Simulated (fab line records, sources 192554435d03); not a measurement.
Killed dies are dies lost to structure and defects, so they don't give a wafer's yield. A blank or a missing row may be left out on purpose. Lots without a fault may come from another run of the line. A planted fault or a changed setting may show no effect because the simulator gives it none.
Chamber matching | flow n5_finfet | N5_BEOL_M0_CO_CAP_123 on cvd_co-01: 3 sister chambers
The step material Co, precursor CCTBA/H2, target thk 2 nm, time 102.1 s. 6 wafers are shown with their chamber, then 11 later ones without.

WAFERS WITH THEIR CHAMBER
wafer  | chamber | heater_power_w (W)
L086.5 | 0       | 209
L089.2 | 0       | 207
L089.6 | 2       | 202
L090.4 | 1       | 230
L090.5 | 2       | 203
L092.1 | 1       | 229

WAFERS WITHOUT THEIR CHAMBER
wafer  | heater_power_w (W)
L092.2 | 202
L092.6 | 228
L094.1 | 227
L094.2 | 198
L094.5 | 202
L095.2 | 225
L095.5 | 202
L095.6 | 210
L096.2 | 227
L096.4 | 206
L096.5 | 227

WHICH CHAMBER EACH WENT THROUGH
wafer  | from the rows above     | in truth
L092.2 | 2                       | 2
L092.6 | 1                       | 1
L094.1 | 1                       | 1
L094.2 | 2                       | 2
L094.5 | 2                       | 2
L095.2 | 1                       | 1
L095.5 | 2                       | 2
L095.6 | 0                       | 0
L096.2 | 1                       | 1
L096.4 | can't be placed: 0 or 2 | 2
L096.5 | 1                       | 1
Placed correctly: 10 of 11. Can't be placed from these rows: 1 (the true chamber is among the candidates in 1). Placed wrongly: 0.
How it was worked out, from the rows above alone: a wafer's distance from a chamber is the root of the sum, over the readings, of the square of ((its reading less the chamber's mean) divided by the reading's scatter). The wafer belongs to the nearest chamber; if the next one is less than 2 further off, it can't be placed. A chamber's mean is the mean of its shown wafers. The scatter: the root of (the sum of the squares of (reading less its chamber's mean) over the shown wafers, divided by (wafers less chambers)).
